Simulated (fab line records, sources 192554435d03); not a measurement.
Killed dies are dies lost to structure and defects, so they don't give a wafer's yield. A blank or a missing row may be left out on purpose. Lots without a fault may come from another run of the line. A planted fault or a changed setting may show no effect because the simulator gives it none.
Which tool did it? | flow n5_finfet | 9 lots, 27 wafers sampled, at 3 steps of a route of 1938

WHAT THE GAUGES READ, wafer by wafer
N5_FIN_SAQP_CD_MEAS_16: target cd 35.6 nm. Usual: cd_nm 35.4 nm, standard deviation 0.34.
lot  | measured    | on        | cd_nm (nm)     | flag
L982 | day 1 21:44 | cd_sem-03 | 36.0 35.8 35.7 |
L984 | day 2 09:58 | cd_sem-02 | 35.5 35.3 35.4 |
L990 | day 3 22:02 | cd_sem-01 | 36.0 35.5 32.9 |
L991 | day 4 05:31 | cd_sem-03 | 35.4 35.8 33.6 |
L999 | day 6 03:35 | cd_sem-02 | 35.2 35.3 35.2 |
L101 | day 6 15:25 | cd_sem-03 | 34.6 34.9 35.4 |
L102 | day 6 21:48 | cd_sem-01 | 35.6 35.3 34.9 |
L103 | day 7 03:43 | cd_sem-03 | 35.2 35.9 35.2 |
L105 | day 7 15:38 | cd_sem-01 | 35.6 35.2 35.4 |

WHICH TOOL RAN EACH LOT (tool, then ch and the chambers of the sampled wafers, then the start)
lot  | N5_PMOS_HMC_CHANNEL_EPI_HM_OPEN_15 | N5_FIN_SAQP_EXPOSE_13
L982 | rie_diel-06 ch 1,2,3, day 1 17:30  | arfi_scanner-02 ch 0, day 1 21:37
L984 | rie_diel-01 ch 1,3, day 2 05:31    | arfi_scanner-03 ch 0, day 2 09:50
L990 | rie_diel-05 ch 0,2,3, day 3 17:18  | arfi_scanner-03 ch 0, day 3 21:55
L991 | rie_diel-06 ch 2,3, day 4 01:06    | arfi_scanner-03 ch 0, day 4 05:23
L999 | rie_diel-06 ch 2,3, day 5 23:10    | arfi_scanner-02 ch 0, day 6 03:28
L101 | rie_diel-06 ch 1,3, day 6 11:19    | arfi_scanner-03 ch 0, day 6 15:17
L102 | rie_diel-06 ch 1,2,3, day 6 17:35  | arfi_scanner-02 ch 0, day 6 21:40
L103 | rie_diel-01 ch 0,1,3, day 6 23:10  | arfi_scanner-02 ch 0, day 7 03:35
L105 | rie_diel-06 ch 0,1, day 7 11:31    | arfi_scanner-03 ch 0, day 7 15:31
- N5_PMOS_HMC_CHANNEL_EPI_HM_OPEN_15: chemistry CHF3/O2, target SiO2, target depth 40.6 nm, time 20.3 s.
- N5_FIN_SAQP_EXPOSE_13: exposes mask FIN CORE, target cd 35.6 nm.

WHAT THE TOOLS THEMSELVES READ (means of the sampled wafers that have a number; where no wafer has one, the mark that the record gives instead)
N5_PMOS_HMC_CHANNEL_EPI_HM_OPEN_15. Usual: drypump_motor_current_A 5.9 A, standard deviation 0.47; oes_f_703_au 0.78 a.u., standard deviation 0.069; oes_product_au 0.78 a.u., standard deviation 0.069; rf_fwd_power_W 644.5 W, standard deviation 2.1; rf_vpp_V 523 V, standard deviation 7.7; showerhead_plenum_p_Torr 2.44 Torr, standard deviation 0.089; throttle_valve_pct 18.87 %, standard deviation 0.26.
lot  | tool        | drypump_motor_current_A (A) | oes_f_703_au (a.u.) | oes_product_au (a.u.) | rf_fwd_power_W (W) | rf_vpp_V (V) | showerhead_plenum_p_Torr (Torr) | throttle_valve_pct (%) | flag
L982 | rie_diel-06 | 6.1                         | 0.76                | 0.76                  | 644.8              | 523          | 2.45                            | 18.90                  |
L984 | rie_diel-01 | 5.9                         | 0.77                | 0.78                  | 645.7              | 526          | 2.52                            | 18.66                  |
L990 | rie_diel-05 | 5.6                         | 0.74                | 0.75                  | 642.8              | 534          | 2.44                            | 19.05                  |
L991 | rie_diel-06 | 6.3                         | 0.77                | 0.76                  | 644.6              | 523          | 2.42                            | 18.79                  |
L999 | rie_diel-06 | 6.4                         | 0.75                | 0.76                  | 644.0              | 522          | 2.41                            | 18.81                  |
L101 | rie_diel-06 | 6.1                         | 0.84                | 0.84                  | 645.7              | 521          | 2.45                            | 18.86                  |
L102 | rie_diel-06 | 6.2                         | 0.81                | 0.80                  | 646.4              | 522          | 2.44                            | 18.83                  |
L103 | rie_diel-01 | 5.8                         | 0.78                | 0.79                  | 644.0              | 528          | 2.52                            | 18.77                  |
L105 | rie_diel-06 | 5.6                         | 0.81                | 0.81                  | 643.2              | 522          | 2.41                            | 19.07                  |

N5_FIN_SAQP_EXPOSE_13. Usual: stage_vel_mm_s 499.99 mm/s, standard deviation 0.27.
lot  | tool            | stage_vel_mm_s (mm/s) | flag
L982 | arfi_scanner-02 | 500.08                |
L984 | arfi_scanner-03 | 500.17                |
L990 | arfi_scanner-03 | 499.88                |
L991 | arfi_scanner-03 | 500.38                |
L999 | arfi_scanner-02 | 500.41                |
L101 | arfi_scanner-03 | 499.82                |
L102 | arfi_scanner-02 | 499.79                |
L103 | arfi_scanner-02 | 499.95                |
L105 | arfi_scanner-03 | 499.98                |

THE ANSWER, worked out from the rows above alone
Rule: a lot is off if the mean of its wafers that have a number lies more than 3 standard deviations from the usual mean. A lot without any number at a reading at which 4 lots or more have one is off too. The other lots that the step has rows for count as sound. The gauges are gone through in route order, then the tools' own readings, and for those a lot's mean is taken as printed above. The first step at which some lot is off is used, and at that step the reading that is off furthest; a lot without a number counts as furthest.
No lot is off at any reading shown: from this, nothing can be told.

WHAT THE SIMULATOR HAD PUT IN
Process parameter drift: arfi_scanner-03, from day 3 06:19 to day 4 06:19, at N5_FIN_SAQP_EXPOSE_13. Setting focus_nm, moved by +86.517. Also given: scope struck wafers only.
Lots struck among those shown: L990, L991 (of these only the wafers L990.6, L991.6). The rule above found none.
